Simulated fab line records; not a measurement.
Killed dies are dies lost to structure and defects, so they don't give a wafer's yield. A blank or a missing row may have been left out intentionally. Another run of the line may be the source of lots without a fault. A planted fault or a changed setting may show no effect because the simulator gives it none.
A struck lot beside a sound one -- flow nand-harc -- 14 out of 1302 route steps
Sound: these wafers, L392.2, L392.3, L392.5. Struck: wafer L383.1 (L383.4, L383.5, from the same lot, were not struck and are left out); the cause is given at the end.
For every step that has rows: the tool of each side, followed by ch and its chambers, followed by its first start. Under that, the readings that differ: sound wafers -- struck wafers -- difference of the means -- sigmas: that difference in standard deviations of wafers without a fault.
alike: readings whose means differ by less than 2 such deviations, and words and numbers that are the same on both sides. not compared: withheld readings, readings that some wafer has no value for, bounds like >300 that may hide the same value, and numbers for which the record gives no deviation and whose values overlap.
Wherever a step has rows on one side only, a row that says differs or no value, or a row with sigmas, the two part there. When numbers do not overlap yet have no deviation, they are printed without sigmas and do not part them. A reading that every wafer of one side lacks parts them only if that side has two wafers or more.

NHARC_P_STI_ETCH_42: etches the open film in N2/H2, target depth 80 nm, overetch 24 nm, time 61 s.
  sound on rie-diel-07 ch 1,3, day 11 05:40; struck on rie-diel-04 ch 2, day 7 09:25
  alike: drypump-motor-current-A, n2-flow-sccm, oes-product-au, rf-vpp-V, showerhead-plenum-p-Torr, throttle-valve-pct
  not compared: rf-hours-counter-h
NHARC_P_STI_ETCH_31: etches the open film in CF4/CHF3, target depth 108.9 nm, time 54.5 s.
  sound: rie-diel-07 ch 1,2,3; struck: rie-diel-04 ch 2
  alike: drypump-motor-current-A, oes-product-au, rf-vpp-V, showerhead-plenum-p-Torr, throttle-valve-pct
  not compared: rf-hours-counter-h
NHARC_P_STI_ETCH_15: etches the open film in HBr/Cl2, target depth 300 nm, time 100.1 s.
  sound on rie-si-01 ch 1,2, day 11 05:51; struck on rie-si-01 ch 0, day 7 09:37
reading,sound,struck,difference,sigmas
oes-product-au (a.u.),1.009 1.003 1.002,0.978,-0.027,-2
  alike: drypump-motor-current-A, hbr-flow-sccm, throttle-valve-pct
  not compared: rf-hours-counter-h
NHARC_P_STI_CD_MEAS_16:
  sound on cd-sem-01, day 11 06:01; struck on cd-sem-03, day 7 09:46
  alike: cd-nm
NHARC_P_STI_OCD_MEAS_17:
  sound on ocd-01, day 11 06:06; struck on ocd-02, day 7 09:51
reading,sound,struck,difference,sigmas
trench-depth-nm (nm),305 306 305,287,-18,-3
  alike: trench-foot-cd-nm
then, 3 steps without rows for these wafers: NHARC_P_STI_STRIP_19 (strips in SPM, time 900 s); NHARC_P_STI_PRECLEAN_32 (cleans in SC1); NHARC_P_STI_SRD_23.
NHARC_P_STI_OCD_MEAS_43:
  sound on ocd-02, day 11 06:41; struck on ocd-01, day 7 10:27
reading,sound,struck,difference,sigmas
trench-depth-nm (nm),305 306 304,287,-18,-3
  alike: trench-foot-cd-nm
then, 3 steps without rows for these wafers: NHARC_P_STI_OXIDE_33 (material SiO2, target thk 10 nm, ox time 281 s); NHARC_P_STI_HDPCVD_20 (deposits SiO2); NHARC_P_STI_ANNEAL_34 (time 1800 s).
NHARC_P_STI_CMP_21: polishes, t overpolish 20 s, target thk 380.67 nm.
  sound on cmp-03 ch 0,2,3, day 12 04:17; struck on cmp-04 ch 1, day 8 04:10
reading,sound,struck,difference,sigmas
overpolish-run-s (s),20.007 19.994 19.999,65.379,+45.379,+99 or more
t-overpolish-s (s),20 20 20,65.378,+45.378,
  alike: motor-current-A, slurry-filter-dp-kPa
-- break in the record here, with 21 days between the starts of the struck wafers on either side (left off in module P_STI, picked up again in module END, where the first step shown is number 1302 on the route) --
NHARC_END_SORT_01:
  at this point the record logs the struck wafers (prober-02 ch 0, day 29 04:43) and has no rows for the sound ones

WHERE THEY PART
Last at NHARC_END_SORT_01 as far as this record goes, first at NHARC_P_STI_ETCH_15.

WHY: what the simulator had put in
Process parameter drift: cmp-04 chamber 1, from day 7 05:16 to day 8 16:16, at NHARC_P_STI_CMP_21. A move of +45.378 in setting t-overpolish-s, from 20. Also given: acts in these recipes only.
